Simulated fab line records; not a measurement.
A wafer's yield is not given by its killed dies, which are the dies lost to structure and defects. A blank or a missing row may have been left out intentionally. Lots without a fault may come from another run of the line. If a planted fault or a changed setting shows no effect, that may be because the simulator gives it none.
Matching of chambers	flow n5-finfet	N5_BEOL_M5_CURE_79 on uv-cure-02: 3 sister chambers
The step cures SiCOH lowk, time 240 s. 18 wafers are shown with their chamber, then 9 later ones without.

WAFERS PAIRED WITH THEIR CHAMBERS
wafer	chamber	wafer_temp_C_max	lamp-power-pct (%)
L078.2	0	387.1	52.31
L078.3	0	386.3	52.23
L078.6	0	387.2	52.32
L080.2	2	387.8	52.25
L080.4	2	386.8	52.38
L080.5	2	386.6	52.28
L086.1	1	388.6	52.30
L086.4	1	388.8	52.31
L086.6	1	388.7	52.32
L088.1	2	386.4	52.24
L088.3	2	386.2	52.28
L088.4	2	386.4	52.34
L093.1	1	387.1	52.32
L093.4	1	388.1	52.36
L093.6	1	388.1	52.35
L095.1	2	387.3	52.28
L095.3	2	386.1	52.35
L095.6	2	386.8	52.25

SIGNATURES (means of the wafers above)
reading	chamber 0	chamber 1	chamber 2	scatter within a chamber
wafer_temp_C_max	386.867	388.233	386.711	0.57
lamp-power-pct	52.2867	52.3267	52.2944	0.0429
Rule: for a wafer and a chamber, the distance is found by dividing, reading by reading, the gap between the wafer's reading and the chamber's mean by the reading's scatter, squaring, summing and taking the root. If the next closest chamber is less than 2 further off than the closest, the wafer can't be placed; otherwise it belongs to the closest. The scatter is the square root of a quotient: the sum, over the shown wafers, of each reading's squared deviation from its chamber's mean, divided by wafers minus chambers.

WAFERS MISSING THEIR CHAMBER
wafer	wafer_temp_C_max	lamp-power-pct (%)
L095.2	386.8	52.40
L095.4	386.5	52.41
L095.5	387.6	52.43
L097.1	386.6	52.29
L097.4	386.8	52.25
L097.6	386.7	52.23
L097.2	387.0	52.34
L097.3	386.8	52.28
L097.5	386.7	52.30

WHICH CHAMBER EACH ONE RAN IN
wafer	from the rows above	in truth
L095.2	can't be placed: 2 or 0 or 1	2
L095.4	can't be placed: 2 or 0 or 1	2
L095.5	can't be placed: 1 or 2 or 0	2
L097.1	can't be placed: 2 or 0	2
L097.4	can't be placed: 0 or 2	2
L097.6	can't be placed: 0 or 2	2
L097.2	can't be placed: 2 or 0 or 1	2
L097.3	can't be placed: 0 or 2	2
L097.5	can't be placed: 2 or 0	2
0 of 9 placed correctly. Cannot be placed on the basis of these rows: 9; the candidates contain the true chamber in 9. Number placed wrongly: 0.
